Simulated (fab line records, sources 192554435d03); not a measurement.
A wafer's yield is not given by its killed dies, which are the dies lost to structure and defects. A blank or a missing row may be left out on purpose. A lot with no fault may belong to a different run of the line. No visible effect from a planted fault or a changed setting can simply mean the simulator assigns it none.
Matching of chambers	flow n5Finfet	rieDiel-03 running N5_BEOL_M8_VIA_ETCH_34: 4 sister chambers
The step etches SiCOH lowk in C4F6/O2, target depth 125.5 nm, time 50.5 s. 14 wafers are shown with their chamber, then 7 later ones without.

WAFERS, EACH WITH ITS CHAMBER
wafer	chamber	showerheadPlenumPTorr (Torr)	drypumpMotorCurrentA (A)	oesProductAu (a.u.)
L076.1	3	2.90	6.5	0.69
L076.4	2	2.74	5.3	0.74
L076.5	3	2.90	6.5	0.69
L084.1	2	2.73	5.3	0.73
L084.4	0	3.03	5.7	0.93
L084.6	1	2.90	5.2	0.87
L083.2	1	2.90	5.2	0.86
L083.4	1	2.90	5.2	0.87
L083.6	2	2.73	5.2	0.72
L087.1	1	2.90	5.2	0.86
L087.2	2	2.73	5.3	0.73
L087.5	1	2.90	5.2	0.86
L090.3	1	2.89	5.2	0.85
L090.4	1	2.89	5.2	0.86

SIGNATURES (means of the wafers above)
reading	chamber 0	chamber 1	chamber 2	chamber 3	scatter within a chamber
showerheadPlenumPTorr	3.0300	2.8971	2.7325	2.9000	0.00467
drypumpMotorCurrentA	5.700	5.200	5.275	6.500	0.0274
oesProductAu	0.9300	0.8614	0.7300	0.6900	0.00697
Rule: for each reading, subtract the chamber's mean from the wafer's reading, divide by that reading's scatter and square the result; add these up over the readings and take the root, which gives the wafer's distance from the chamber. If the next closest chamber is less than 2 further off than the closest, the wafer can't be placed; otherwise it belongs to the closest. The scatter: take each reading less its chamber's mean, square it, sum over the shown wafers, divide by the number of wafers less the number of chambers, and take the root.

WAFERS WHOSE CHAMBER IS MISSING
wafer	showerheadPlenumPTorr (Torr)	drypumpMotorCurrentA (A)	oesProductAu (a.u.)
L090.5	2.89	6.5	0.93
L091.1	2.72	5.3	0.71
L091.2	2.89	5.2	0.85
L091.6	2.89	5.2	0.84
L095.2	2.89	6.5	0.89
L095.5	3.02	5.6	0.86
L095.6	2.89	5.2	0.83

THE CHAMBER EACH PASSED THROUGH
wafer	from the rows above	in truth
L090.5	3	3
L091.1	2	2
L091.2	1	1
L091.6	1	1
L095.2	3	3
L095.5	0	0
L095.6	1	1
Correctly placed: 7 of 7. Can't be placed from these rows: 0. Number placed wrongly: 0.
